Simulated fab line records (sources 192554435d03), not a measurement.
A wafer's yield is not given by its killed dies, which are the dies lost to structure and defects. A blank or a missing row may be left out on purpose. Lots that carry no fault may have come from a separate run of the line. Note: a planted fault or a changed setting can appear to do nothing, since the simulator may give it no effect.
Split-lot study :: flow n5-finfet :: 39 wafers read from 7 lots, route of 1938 steps

== THE SPLIT ==
At N5_PMOS_HMC_CHANNEL_EPI_FIN_RECESS_16 (chemistry HBr/Cl2, target Si, target depth 54 nm, time 18 s), the setting time-s was moved away from the recipe's 18 s on 15 of the 39 wafers read, by -7.2% to +6.6%. This setting was run at the recipe's value on the other wafers.

== FROM THE SPLIT TO THE READING: what the file shows between them, 4 steps ==
- N5_PMOS_HMC_CHANNEL_EPI_PRECLEAN_36: cleans in O3/DIW, time 45 s
- N5_PMOS_HMC_CHANNEL_EPI_PRECLEAN_18: cleans in DHF, time 30 s
- N5_PMOS_HMC_CHANNEL_EPI_SRD_39: time 30 s
- N5_PMOS_HMC_CHANNEL_EPI_CMP_21: polishes SiGe30, target thk 54 nm

== THE READING ==
Values of HMC_CMP_THK in nm from N5_PMOS_HMC_CHANNEL_EPI_THK_MEAS_22. Fault-free wafers of this fab line usually give 53.7 nm, standard deviation 1.1 nm.

wafer: L079.1
tool, chamber at the split: rie-si-05, 3
time-s as run, s: 18.99
against the recipe: +5.5%
HMC_CMP_THK, nm: 56.1
against lot-mates on the recipe: +2.0

wafer: L079.2
tool, chamber at the split: rie-si-05, 1
time-s as run, s: 18.99
against the recipe: +5.5%
HMC_CMP_THK, nm: 54.7
against lot-mates on the recipe: +0.6

wafer: L079.3
tool, chamber at the split: rie-si-05, 0
time-s as run, s: 18
against the recipe: recipe
HMC_CMP_THK, nm: 54.4
against lot-mates on the recipe: -

wafer: L079.4
tool, chamber at the split: rie-si-05, 2
time-s as run, s: 18.99
against the recipe: +5.5%
HMC_CMP_THK, nm: 55.8
against lot-mates on the recipe: +1.7

wafer: L079.5
tool, chamber at the split: rie-si-05, 0
time-s as run, s: 18
against the recipe: recipe
HMC_CMP_THK, nm: 54.5
against lot-mates on the recipe: -

wafer: L079.6
tool, chamber at the split: rie-si-05, 3
time-s as run, s: 18
against the recipe: recipe
HMC_CMP_THK, nm: 53.4
against lot-mates on the recipe: -

wafer: L081.1
tool, chamber at the split: rie-si-05, 3
time-s as run, s: 18
against the recipe: recipe
HMC_CMP_THK, nm: 54.0
against lot-mates on the recipe: -

wafer: L081.2
tool, chamber at the split: rie-si-05, 2
time-s as run, s: 19.18
against the recipe: +6.6%
HMC_CMP_THK, nm: 56.9
against lot-mates on the recipe: +3.2

wafer: L081.3
tool, chamber at the split: rie-si-05, 1
time-s as run, s: 18
against the recipe: recipe
HMC_CMP_THK, nm: 53.0
against lot-mates on the recipe: -

wafer: L081.4
tool, chamber at the split: rie-si-05, 0
time-s as run, s: 19.18
against the recipe: +6.6%
HMC_CMP_THK, nm: 58.5
against lot-mates on the recipe: +4.8

wafer: L081.5
tool, chamber at the split: rie-si-05, 3
time-s as run, s: 19.18
against the recipe: +6.6%
HMC_CMP_THK, nm: 58.1
against lot-mates on the recipe: +4.4

wafer: L081.6
tool, chamber at the split: rie-si-05, 2
time-s as run, s: 18
against the recipe: recipe
HMC_CMP_THK, nm: 54.0
against lot-mates on the recipe: -

wafer: L083.3
tool, chamber at the split: rie-si-01, 3
time-s as run, s: 18
against the recipe: recipe
HMC_CMP_THK, nm: 53.8
against lot-mates on the recipe: -

wafer: L083.4
tool, chamber at the split: rie-si-01, 0
time-s as run, s: 18
against the recipe: recipe
HMC_CMP_THK, nm: 54.9
against lot-mates on the recipe: -

wafer: L083.6
tool, chamber at the split: rie-si-01, 3
time-s as run, s: 18
against the recipe: recipe
HMC_CMP_THK, nm: 53.7
against lot-mates on the recipe: -

wafer: L088.1
tool, chamber at the split: rie-si-05, 3
time-s as run, s: 18
against the recipe: recipe
HMC_CMP_THK, nm: 54.2
against lot-mates on the recipe: -

wafer: L088.2
tool, chamber at the split: rie-si-05, 0
time-s as run, s: 16.7
against the recipe: -7.2%
HMC_CMP_THK, nm: 50.9
against lot-mates on the recipe: -2.6

wafer: L088.3
tool, chamber at the split: rie-si-05, 2
time-s as run, s: 18
against the recipe: recipe
HMC_CMP_THK, nm: 53.4
against lot-mates on the recipe: -

wafer: L088.4
tool, chamber at the split: rie-si-05, 1
time-s as run, s: 18
against the recipe: recipe
HMC_CMP_THK, nm: 52.8
against lot-mates on the recipe: -

wafer: L088.5
tool, chamber at the split: rie-si-05, 1
time-s as run, s: 16.7
against the recipe: -7.2%
HMC_CMP_THK, nm: 48.9
against lot-mates on the recipe: -4.6

wafer: L088.6
tool, chamber at the split: rie-si-05, 0
time-s as run, s: 16.7
against the recipe: -7.2%
HMC_CMP_THK, nm: 50.9
against lot-mates on the recipe: -2.6

wafer: L091.1
tool, chamber at the split: rie-si-05, 1
time-s as run, s: 18
against the recipe: recipe
HMC_CMP_THK, nm: 52.0
against lot-mates on the recipe: -

wafer: L091.2
tool, chamber at the split: rie-si-05, 3
time-s as run, s: 16.83
against the recipe: -6.5%
HMC_CMP_THK, nm: 50.2
against lot-mates on the recipe: -3.3

wafer: L091.3
tool, chamber at the split: rie-si-05, 0
time-s as run, s: 18
against the recipe: recipe
HMC_CMP_THK, nm: 54.5
against lot-mates on the recipe: -

wafer: L091.4
tool, chamber at the split: rie-si-05, 2
time-s as run, s: 16.83
against the recipe: -6.5%
HMC_CMP_THK, nm: 49.6
against lot-mates on the recipe: -3.9

wafer: L091.5
tool, chamber at the split: rie-si-05, 3
time-s as run, s: 18
against the recipe: recipe
HMC_CMP_THK, nm: 54.0
against lot-mates on the recipe: -

wafer: L091.6
tool, chamber at the split: rie-si-05, 2
time-s as run, s: 16.83
against the recipe: -6.5%
HMC_CMP_THK, nm: 49.7
against lot-mates on the recipe: -3.8

wafer: L093.1
tool, chamber at the split: rie-si-05, 2
time-s as run, s: 18
against the recipe: recipe
HMC_CMP_THK, nm: 53.3
against lot-mates on the recipe: -

wafer: L093.2
tool, chamber at the split: rie-si-05, 1
time-s as run, s: 18
against the recipe: recipe
HMC_CMP_THK, nm: 52.4
against lot-mates on the recipe: -

wafer: L093.3
tool, chamber at the split: rie-si-05, 0
time-s as run, s: 18
against the recipe: recipe
HMC_CMP_THK, nm: 55.0
against lot-mates on the recipe: -

wafer: L093.4
tool, chamber at the split: rie-si-05, 3
time-s as run, s: 18
against the recipe: recipe
HMC_CMP_THK, nm: 54.2
against lot-mates on the recipe: -

wafer: L093.5
tool, chamber at the split: rie-si-05, 0
time-s as run, s: 18
against the recipe: recipe
HMC_CMP_THK, nm: 54.7
against lot-mates on the recipe: -

wafer: L093.6
tool, chamber at the split: rie-si-05, 1
time-s as run, s: 18
against the recipe: recipe
HMC_CMP_THK, nm: 52.9
against lot-mates on the recipe: -

wafer: L097.1
tool, chamber at the split: rie-si-05, 1
time-s as run, s: 18
against the recipe: recipe
HMC_CMP_THK, nm: 51.8
against lot-mates on the recipe: -

wafer: L097.2
tool, chamber at the split: rie-si-05, 3
time-s as run, s: 18
against the recipe: recipe
HMC_CMP_THK, nm: 53.4
against lot-mates on the recipe: -

wafer: L097.3
tool, chamber at the split: rie-si-05, 0
time-s as run, s: 18
against the recipe: recipe
HMC_CMP_THK, nm: 54.2
against lot-mates on the recipe: -

wafer: L097.4
tool, chamber at the split: rie-si-05, 2
time-s as run, s: 18.9
against the recipe: +5.0%
HMC_CMP_THK, nm: 56.3
against lot-mates on the recipe: +3.2

wafer: L097.5
tool, chamber at the split: rie-si-05, 3
time-s as run, s: 18.9
against the recipe: +5.0%
HMC_CMP_THK, nm: 56.7
against lot-mates on the recipe: +3.6

wafer: L097.6
tool, chamber at the split: rie-si-05, 2
time-s as run, s: 18.9
against the recipe: +5.0%
HMC_CMP_THK, nm: 56.7
against lot-mates on the recipe: +3.6

THE FIT
A straight line over all 39 wafers: HMC_CMP_THK changes by +0.528 nm for each +1% of time-s; r = +0.92; the points scatter about the line by 0.88 nm.
The same after taking each lot's own level away (the mean of its wafers on the recipe; 39 wafers): +0.516 nm for each +1%; r = +0.91; scatter 0.92 nm.
On that fit, the largest move of time-s shifts the reading by 3.7 nm.
Across the lots, their own levels run from 53.13 to 54.13 nm, a range of 0.9 times the standard deviation given above.
So the lot-to-lot level changes the slope little: the two slopes agree.
Check: for one of the wafers moved furthest among these (-7.2%), held out of the fit, the line's prediction against its lot-mates is -3.85 nm. Against them it came out at -2.57 nm.

== THESE WAFERS: OTHER SPLITS ==
Note: prior to the reading, these wafers also went through further splits. Each is held against what the fit with the lots' levels taken away leaves over:
other split on the same wafers: N5_WELL_APT_IMPLANT_31 energy-kev
wafers away from the commonest value: 12
r with HMC_CMP_THK (lot level and that fit taken away): -0.14

== THE WHOLE CHAIN: every reading that the file lists as answering this split, in the file's order ==
step: N5_PMOS_HMC_CHANNEL_EPI_FIN_RECESS_16
what it does: chemistry HBr/Cl2, target Si, target depth 54 nm, time 18 s
reading: etch.depth-nm (the simulator's own value, which no gauge read)
change (the file's fit): +0.515 nm for each +1% of the setting
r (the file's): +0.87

step: N5_PMOS_HMC_CHANNEL_EPI_FIN_RECESS_16
what it does: chemistry HBr/Cl2, target Si, target depth 54 nm, time 18 s
reading: PMOS_HMC_CHANNEL_EPI.feature-depth-nm (the simulator's own value, which no gauge read)
change (the file's fit): +0.515 nm for each +1% of the setting
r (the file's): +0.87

step: N5_PMOS_HMC_CHANNEL_EPI_THK_MEAS_22
what it does: 
reading: HMC_CMP_THK
change (the file's fit): +0.517 for each +1% of the setting
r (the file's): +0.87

== THE FILE'S OWN FIT ==
HMC_CMP_THK changes by +0.517 nm for each +1% of time-s, r = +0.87.
